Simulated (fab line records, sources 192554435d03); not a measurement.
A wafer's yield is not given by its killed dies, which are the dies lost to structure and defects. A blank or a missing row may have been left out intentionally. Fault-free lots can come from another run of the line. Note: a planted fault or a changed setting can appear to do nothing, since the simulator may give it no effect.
A struck lot beside a sound one :: flow n5-finfet :: 24 steps out of a route of 1938
Sound: wafers L140.1, L140.4, L140.6. The struck wafers were L159.1, L159.3, L159.6. Last of all comes the cause.
Per side, at each step with rows, come the tool, then ch with its chambers, and then its first start. Under that, the readings that differ: sound wafers :: struck wafers :: difference of the means :: sigmas: that difference in standard deviations of wafers without a fault.
alike: readings whose means differ by less than 2 such deviations, and words and numbers that are the same on both sides. not compared: withheld readings, readings that some wafer has no value for, bounds like >300 that may hide the same value, and numbers for which the record gives no deviation and whose values overlap.
A row with sigmas, a row that says differs or no value, or rows on one side alone: a step with any of these is where the two part. Numbers that have no deviation but don't overlap get no sigmas and don't part them. Lack of a reading on every wafer of one side parts them only where that side has two or more wafers.

first, 10 steps without rows for these wafers: N5_DUMMY_GATE_PRECLEAN_00 (cleans in O3/DIW, time 60 s); N5_DUMMY_GATE_SRD_01 (time 30 s); N5_DUMMY_GATE_ALD_02 (deposits SiO2, target thk 2 nm, pulse time 1 s); N5_DUMMY_GATE_CVD_03 (deposits a-Si from SiH4, target thk 150 nm, time 8042 s); N5_DUMMY_GATE_PRECLEAN_46 (cleans in DIW, time 89.5 s); N5_DUMMY_GATE_SRD_47 (dry time 32 s); N5_DUMMY_GATE_CMP_04 (polishes a-Si); N5_DUMMY_GATE_HM_DEP_06 (deposits SiNx from DCS/NH3, target thk 80 nm, time 5141 s); N5_DUMMY_GATE_PECVD_30 (deposits SiO2 from TEOS/O2, target thk 55 nm, time 10.8 s); N5_DUMMY_GATE_COAT_34 (time 60 s, resist thk 60 nm).
N5_DUMMY_GATE_COAT_35: time 60 s, resist thk 10 nm.
  sound on litho-track-03 ch 0, day 3 12:23; struck on litho-track-03 ch 0, day 8 04:47
reading: spin-speed-rpm (rpm)
sound: 1499.7 1500.0 1499.4
struck: 1652.0 1650.2 1649.5
difference: +150.9
sigmas: +99 or more

reading: model.SiARC_of_DUMMY_GATE_COAT_35.thk-nm (nm)
sound: 10 10 10
struck: 9.6 9.6 9.6
difference: -0.4
sigmas: 
  alike: heater-power-total-W
then, 10 steps without rows for these wafers: N5_DUMMY_GATE_COAT_28 (time 60 s, resist thk 10 nm); N5_DUMMY_GATE_COAT_09 (resist thk 30 nm); N5_DUMMY_GATE_EBR_11; N5_DUMMY_GATE_SOFTBAKE_10 (time 60 s); N5_DUMMY_GATE_EXPOSE_12 (exposes mask GATE, target cd 25 nm); N5_DUMMY_GATE_PEB_13 (peb time 60 s); N5_DUMMY_GATE_DEVELOP_14 (develop time 30 s); N5_DUMMY_GATE_DESCUM_20 (chemistry O2, time 6.2 s); N5_DUMMY_GATE_ETCH_29 (etches underlayer in N2/H2, target depth 13 nm); N5_DUMMY_GATE_ETCH_36 (etches SiARC in CF4, target depth 13 nm).
N5_DUMMY_GATE_ETCH_37: etches SOC in N2/H2, target depth 60 nm, overetch 30 nm.
  sound on rie-diel-02 ch 0,2, day 3 13:11; struck on rie-diel-02 ch 0,1,2, day 8 05:27
reading: model.SiARC_of_DUMMY_GATE_COAT_35.thk-nm (nm)
sound: 5.2 5.2 5.2
struck: 4.6 4.6 4.4
difference: -0.7
sigmas: 
  alike: drypump-motor-current-A, oes-product-au, rf-fwd-power-W, rf-vpp-V, showerhead-plenum-p-Torr, throttle-valve-pct
  not compared: rf-hours-counter-h
then, 1 step without rows for these wafers: N5_DUMMY_GATE_STRIP_38 (strips in N2/H2).
-- the record jumps here: 7 days lie between the struck wafers' starts before and after (it left off in module DUMMY_GATE and takes up again in module BEOL_M4, whose first step shown is number 1111 of the route) --
N5_BEOL_M4_RC_MEAS_101:
  sound on prober-01 ch 0, day 9 10:23; struck on prober-02 ch 0, day 14 21:46
  alike: DIBL_N, DIBL_P, IOFF_N, IOFF_P, ION_N, ION_P, SS_N, SS_P, VT_N, VT_P

WHERE THEY PART
N5_DUMMY_GATE_COAT_35 only, going by this record. Later steps at which nothing parts them and some readings are alike: N5_DUMMY_GATE_ETCH_37, N5_BEOL_M4_RC_MEAS_101.

WHY: what the simulator had put in
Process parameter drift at N5_DUMMY_GATE_COAT_35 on litho-track-03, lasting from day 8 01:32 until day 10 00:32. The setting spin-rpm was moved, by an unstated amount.
